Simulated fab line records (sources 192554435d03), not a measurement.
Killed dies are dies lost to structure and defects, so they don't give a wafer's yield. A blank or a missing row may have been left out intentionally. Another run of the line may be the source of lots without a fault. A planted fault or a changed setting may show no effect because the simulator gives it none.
Matching of chambers ; flow n5_finfet ; N5_BEOL_M1_PRE_CLEAN_60 on cvd_co-01 has 3 sister chambers
The step time 15 s. 18 wafers are shown with their chamber, then 9 later ones without.

WAFERS, EACH WITH ITS CHAMBER
wafer;chamber;heater_power_w (W)
L075.2;0;72
L075.3;2;82
L075.4;1;91
L076.1;1;91
L076.2;0;75
L076.4;0;73
L077.1;0;75
L077.2;1;90
L077.5;1;90
L079.3;2;84
L079.5;0;74
L079.6;2;82
L080.3;2;81
L080.5;0;75
L080.6;2;84
L082.1;0;75
L082.3;2;82
L082.4;1;91

SIGNATURES (means of the wafers above)
reading;chamber 0;chamber 1;chamber 2;scatter within a chamber
heater_power_w;74.14;90.60;82.50;1.08
Rule: for each reading, subtract the chamber's mean from the wafer's reading, divide by that reading's scatter and square the result; add these up over the readings and take the root, which gives the wafer's distance from the chamber. If the next closest chamber is less than 2 further off than the closest, the wafer can't be placed; otherwise it belongs to the closest. The scatter: take each reading less its chamber's mean, square it, sum over the shown wafers, divide by the number of wafers less the number of chambers, and take the root.

WAFERS WHOSE CHAMBER IS MISSING
wafer;heater_power_w (W)
L084.1;73
L084.2;90
L084.4;84
L086.1;84
L086.4;77
L086.6;82
L087.2;75
L087.3;91
L087.5;90

WHICH CHAMBER EACH WENT THROUGH
wafer;from the rows above;in truth
L084.1;0;0
L084.2;1;1
L084.4;2;2
L086.1;2;2
L086.4;0;0
L086.6;2;2
L087.2;0;0
L087.3;1;1
L087.5;1;1
Correctly placed: 9 of 9. Left unplaced by these rows: 0. Placed wrongly: 0.
